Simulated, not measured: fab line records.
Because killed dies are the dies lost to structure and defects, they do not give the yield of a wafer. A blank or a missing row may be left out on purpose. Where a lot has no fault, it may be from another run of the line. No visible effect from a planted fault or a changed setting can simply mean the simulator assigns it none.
Matching of chambers || flow nand harc || NHARC_P_CONTACT_STRIP_28 on rie diel-04: 4 sister chambers
The step strips in O2. 4 wafers are shown with their chamber, then 8 later ones without.

== WAFERS, EACH WITH ITS CHAMBER ==
{"wafer": "L415.3", "chamber": 0, "drypump motor current A (A)": 5.4}
{"wafer": "L420.4", "chamber": 3, "drypump motor current A (A)": 5.4}
{"wafer": "L420.5", "chamber": 1, "drypump motor current A (A)": 4.8}
{"wafer": "L423.1", "chamber": 2, "drypump motor current A (A)": 5.1}

== WAFERS WITHOUT THEIR CHAMBER ==
{"wafer": "L423.2", "drypump motor current A (A)": 5.4}
{"wafer": "L423.5", "drypump motor current A (A)": 5.0}
{"wafer": "L424.1", "drypump motor current A (A)": 5.0}
{"wafer": "L424.2", "drypump motor current A (A)": 5.4}
{"wafer": "L424.5", "drypump motor current A (A)": 5.4}
{"wafer": "L430.1", "drypump motor current A (A)": 5.4}
{"wafer": "L430.4", "drypump motor current A (A)": 5.4}
{"wafer": "L430.6", "drypump motor current A (A)": 4.8}

== WHICH CHAMBER EACH WENT THROUGH ==
{"wafer": "L423.2", "from the rows above": "can't be placed: 0 or 3", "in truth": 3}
{"wafer": "L423.5", "from the rows above": 2, "in truth": 2}
{"wafer": "L424.1", "from the rows above": 2, "in truth": 2}
{"wafer": "L424.2", "from the rows above": "can't be placed: 0 or 3", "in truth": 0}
{"wafer": "L424.5", "from the rows above": "can't be placed: 0 or 3", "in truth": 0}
{"wafer": "L430.1", "from the rows above": "can't be placed: 0 or 3", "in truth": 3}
{"wafer": "L430.4", "from the rows above": "can't be placed: 0 or 3", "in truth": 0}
{"wafer": "L430.6", "from the rows above": 1, "in truth": 1}
Correctly placed: 3 of 8. Not placeable from these rows: 5 (in 5, the candidates include the true chamber). Placed wrongly: 0.
How it was worked out, from the rows above alone: a wafer's distance from a chamber is the root of the sum, over the readings, of the square of ((its reading less the chamber's mean) divided by the reading's scatter). If the next closest chamber is less than 2 further off than the closest, the wafer can't be placed; otherwise it belongs to the closest. Each chamber's mean is taken over the wafers shown for it. The scatter: with one shown wafer a chamber, the root of the mean of the squares of how far each hidden wafer lies from its nearest shown one.
